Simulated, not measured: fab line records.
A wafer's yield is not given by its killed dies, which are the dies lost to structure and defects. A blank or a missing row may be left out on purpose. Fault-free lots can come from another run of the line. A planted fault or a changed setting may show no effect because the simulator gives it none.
Struck lot and sound lot, side by side :: flow nand-harc :: 14 out of 1159 route steps
Sound: the wafers L628.1, L628.3, L628.4. Wafers L638.1, L638.2, L638.3 were the ones struck. The cause comes at the end.
Each step with rows lists, per side, the tool, then ch with its chambers, then its first start. Under that, the readings that differ: sound wafers :: struck wafers :: difference of the means :: sigmas: that difference in standard deviations of wafers without a fault.
alike: a reading whose means differ by less than 2 such deviations, as well as words and numbers matching on both sides. not compared: withheld readings; readings where some wafer has no value; bounds like >300 that might hide an equal value; numbers whose values overlap and for which the record gives no deviation.
A row with sigmas, a row that says differs or no value, or rows on one side alone: a step with any of these is where the two part. Numbers that don't overlap but have no deviation are shown without sigmas and don't part them. A reading that every wafer of one side lacks parts them only if that side has two wafers or more.

NHARC_P_ZERO_WELL_INSPECT_43:
  sound on defect-inspect-01, day 2 19:40; struck on defect-inspect-01, day 5 07:34
  alike: raw-defect-count
then, 11 steps without rows for these wafers: NHARC_P_STI_ETCH_26 (etches SiO2 in dHF, target depth 11 nm); NHARC_P_STI_PRECLEAN_27 (cleans in SC1); NHARC_P_STI_SRD_28; NHARC_P_STI_OXIDE_29 (material SiO2, target thk 10 nm, ox time 1362 s); NHARC_P_STI_HM_DEP_30 (deposits Si3N4, target thk 80 nm, time 873 s); NHARC_P_STI_DEHYDRATE_01 (time 120 s); NHARC_P_STI_HMDS_02 (time 30 s); NHARC_P_STI_COAT_41 (time 65 s); NHARC_P_STI_COAT_03 (resist thk 600 nm); NHARC_P_STI_SOFTBAKE_04 (time 70 s); NHARC_P_STI_EBR_05.
NHARC_P_STI_EXPOSE_06: exposes mask P STI, target cd 200 nm.
  sound on krf-scanner-01 ch 0, day 3 10:46; struck on krf-scanner-03, day 5 19:16
  no value came back on the struck wafers for exposure-dose-mJ-cm2, focus-offset-nm (nm), na, stage-vel-mm-s (mm/s); on the sound wafers exposure-dose-mJ-cm2 reads 37.74 37.80 37.70
  alike: mask
then, 1 step without rows for these wafers: NHARC_P_STI_PEB_07 (peb time 80 s).

== WHERE THEY PART ==
Only at NHARC_P_STI_EXPOSE_06, within this record.

WHY: whatever the simulator had introduced
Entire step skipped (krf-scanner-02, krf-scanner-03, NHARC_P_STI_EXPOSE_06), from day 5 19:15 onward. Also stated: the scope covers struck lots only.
